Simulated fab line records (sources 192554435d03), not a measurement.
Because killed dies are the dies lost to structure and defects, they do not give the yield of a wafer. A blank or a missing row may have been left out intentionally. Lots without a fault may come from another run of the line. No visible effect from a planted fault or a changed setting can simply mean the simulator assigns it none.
Chamber matching    flow n5_finfet    N5_BEOL_M12_ETCH_67 on rie_diel-04: 4 sister chambers
The step etches SiARC in CF4, target depth 143 nm, time 238.3 s. 4 wafers are shown with their chamber, then 10 later ones without.

## WAFERS WITH THEIR CHAMBER
wafer   chamber  showerhead_plenum_p_Torr (Torr)
L085.1  1        2.08
L086.1  3        2.05
L087.1  0        2.27
L087.4  2        2.26

## WAFERS WITH NO CHAMBER GIVEN
wafer   showerhead_plenum_p_Torr (Torr)
L087.5  2.28
L089.3  2.27
L089.4  2.26
L089.6  2.07
L090.4  2.04
L090.5  2.04
L090.6  2.26
L097.2  2.27
L097.3  2.25
L097.4  2.27

## EACH ONE'S CHAMBER
wafer   from the rows above      in truth
L087.5  can't be placed: 0 or 2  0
L089.3  can't be placed: 0 or 2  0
L089.4  can't be placed: 2 or 0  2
L089.6  can't be placed: 1 or 3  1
L090.4  3                        3
L090.5  3                        3
L090.6  can't be placed: 2 or 0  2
L097.2  can't be placed: 0 or 2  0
L097.3  can't be placed: 2 or 0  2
L097.4  can't be placed: 0 or 2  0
Correctly placed: 2 of 10. From these rows, 8 cannot be placed; in 8 the true chamber is one of the candidates. Wrongly placed: 0.
How it was worked out, from the rows above alone: a wafer's distance from a chamber is the root of the sum, over the readings, of the square of ((its reading less the chamber's mean) divided by the reading's scatter). The wafer belongs to the nearest chamber; if the next one is less than 2 further off, it can't be placed. A chamber's mean is the mean of its shown wafers. The scatter (one wafer shown for each chamber): square how far every hidden wafer sits from the nearest shown wafer, average those squares and take the square root.
